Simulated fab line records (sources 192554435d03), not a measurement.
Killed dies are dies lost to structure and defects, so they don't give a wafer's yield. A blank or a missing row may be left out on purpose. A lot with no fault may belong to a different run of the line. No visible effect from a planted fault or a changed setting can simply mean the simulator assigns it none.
Chamber matching :: flow n5Finfet :: N5_PASSIVATION_PECVD_35 on pecvd-03: 3 sister chambers
The step deposits SiNx from SiH4/NH3/N2, target thk 700 nm, time 151.3 s. 6 wafers are shown with their chamber, then 6 later ones without.

WAFERS PAIRED WITH THEIR CHAMBERS
wafer: L525.3
chamber: 0
throttleValvePct (%): 32.8
showerheadPlenumPTorr (Torr): 8.75

wafer: L529.4
chamber: 0
throttleValvePct (%): 33.1
showerheadPlenumPTorr (Torr): 8.72

wafer: L531.3
chamber: 2
throttleValvePct (%): 26.3
showerheadPlenumPTorr (Torr): 8.68

wafer: L531.6
chamber: 2
throttleValvePct (%): 26.0
showerheadPlenumPTorr (Torr): 8.68

wafer: L534.3
chamber: 1
throttleValvePct (%): 28.0
showerheadPlenumPTorr (Torr): 8.68

wafer: L534.5
chamber: 1
throttleValvePct (%): 28.0
showerheadPlenumPTorr (Torr): 8.67

WAFERS WITH NO CHAMBER GIVEN
wafer: L534.6
throttleValvePct (%): 32.9
showerheadPlenumPTorr (Torr): 8.75

wafer: L535.1
throttleValvePct (%): 27.7
showerheadPlenumPTorr (Torr): 8.67

wafer: L535.5
throttleValvePct (%): 27.9
showerheadPlenumPTorr (Torr): 8.66

wafer: L538.1
throttleValvePct (%): 26.5
showerheadPlenumPTorr (Torr): 8.70

wafer: L538.2
throttleValvePct (%): 32.9
showerheadPlenumPTorr (Torr): 8.74

wafer: L538.4
throttleValvePct (%): 26.2
showerheadPlenumPTorr (Torr): 8.68

WHICH CHAMBER EACH WENT THROUGH
wafer: L534.6
from the rows above: 0
in truth: 0

wafer: L535.1
from the rows above: 1
in truth: 1

wafer: L535.5
from the rows above: 1
in truth: 1

wafer: L538.1
from the rows above: 2
in truth: 2

wafer: L538.2
from the rows above: 0
in truth: 0

wafer: L538.4
from the rows above: 2
in truth: 2
Correct placement for 6 of the 6. Left unplaced by these rows: 0. Placed wrongly: 0.
How it was worked out, from the rows above alone: a wafer's distance from a chamber is the root of the sum, over the readings, of the square of ((its reading less the chamber's mean) divided by the reading's scatter). The wafer belongs to the nearest chamber; if the next one is less than 2 further off, it can't be placed. A chamber's mean is the mean of its shown wafers. How the scatter is found: for the shown wafers, subtract from each reading the mean of its chamber, square and add these, divide the total by (wafers less chambers), then take the root.
